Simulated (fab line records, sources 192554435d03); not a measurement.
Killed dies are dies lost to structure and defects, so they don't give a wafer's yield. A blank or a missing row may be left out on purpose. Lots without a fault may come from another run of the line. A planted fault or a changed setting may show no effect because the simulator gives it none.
One fault seen from 2 desks | flow n5_finfet | each desk has only its own numbers; what lay behind them comes last

THE METROLOGY DESK
What the gauges read, lot by lot, whatever tool the lot ran on: means of the sampled wafers that have a number. A lot is out of limits, marked OUT, if its mean lies more than 4 standard deviations from the usual mean; the brackets give that distance. Of its 11 readings 7 are shown: the one that was out of limits first, and those that lie furthest out on some lot.
Columns: A = VD_OVL at N5_MOL_CONTACT_COAG_OVL_MEAS_41, usual -0.2 nm; B = DIBL_P at N5_BEOL_M4_RC_MEAS_101, usual 37.1 mV/V; C = IOFF_P at N5_BEOL_M4_RC_MEAS_101, usual 0.22 nA/um; D = ION_N at N5_BEOL_M4_RC_MEAS_101, usual 679 uA/um; E = ION_P at N5_BEOL_M4_RC_MEAS_101, usual 466 uA/um; F = VT_N at N5_BEOL_M4_RC_MEAS_101, usual 248.8 mV; G = VT_P at N5_BEOL_M4_RC_MEAS_101, usual -250 mV
lot  | first seen here | A             | B    | C    | D   | E   | F     | G
L492 | day 5 16:24     | -0.7          | 36.1 | 0.20 | 675 | 461 | 248.4 | -251
L493 | day 5 20:34     | -1.0          | 37.7 | 0.27 | 694 | 482 | 248.2 | -245
L495 | day 6 10:39     | -1.2          | 36.4 | 0.22 | 675 | 462 | 249.5 | -248
L498 | day 7 02:11     | 9.0 (+14) OUT | 38.1 | 0.22 | 685 | 463 | 247.1 | -251
L502 | day 8 06:13     | 8.8 (+14) OUT | 40.0 | 0.26 | 674 | 464 | 249.3 | -246
L505 | day 9 00:14     | -0.1          | 38.2 | 0.21 | 688 | 470 | 246.1 | -252
L508 | day 9 14:51     | -1.2          | 38.0 | 0.24 | 694 | 476 | 245.0 | -248
L511 | day 10 10:10    | -0.6          | 37.8 | 0.24 | 698 | 475 | 248.1 | -249
L512 | day 10 15:17    | 0.7           | 34.7 | 0.22 | 679 | 472 | 251.3 | -248
This desk's finding: out of limits on L498, L502; first on L498, day 7 02:11 (VD_OVL at N5_MOL_CONTACT_COAG_OVL_MEAS_41). In limits: L492, L493, L495, L505, L508, L511, L512.

THE DEFECT DESK
What the inspections along the route counted, lot by lot: means of the sampled wafers that have a number. A lot is out of limits, marked OUT, if its mean lies more than 4 standard deviations from the usual mean; the brackets give that distance.
Columns: A = raw_defect_count at N5_MOL_CONTACT_COAG_INSPECT_57, usual 183
lot  | first seen here | A
L492 | day 5 15:08     | 243
L493 | day 5 19:06     | 195
L495 | day 6 09:03     | 200
L498 | day 7 00:44     | 151
L502 | day 8 04:42     | 124
L505 | day 8 22:52     | 181
L508 | day 9 13:08     | 147
L511 | day 10 08:44    | 160
L512 | day 10 12:17    | 274
This desk's finding: nothing out of limits on any of the 9 lots.

PUT TOGETHER
The metrology desk could have raised an alarm at day 7 02:11, on L498, L502.
The defect desk saw nothing out of limits.
The defect desk has L498, L502 on record, within its limits.
Of the lots named, all ran N5_MOL_CONTACT_COAG_EXPOSE_37 on euv_scanner-01.

WHAT THE SIMULATOR HAD PUT IN
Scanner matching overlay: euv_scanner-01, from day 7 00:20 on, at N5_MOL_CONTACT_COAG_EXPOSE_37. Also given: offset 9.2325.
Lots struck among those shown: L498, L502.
Hours from the fault's start to each desk's first reading out of limits: the metrology desk, 2.
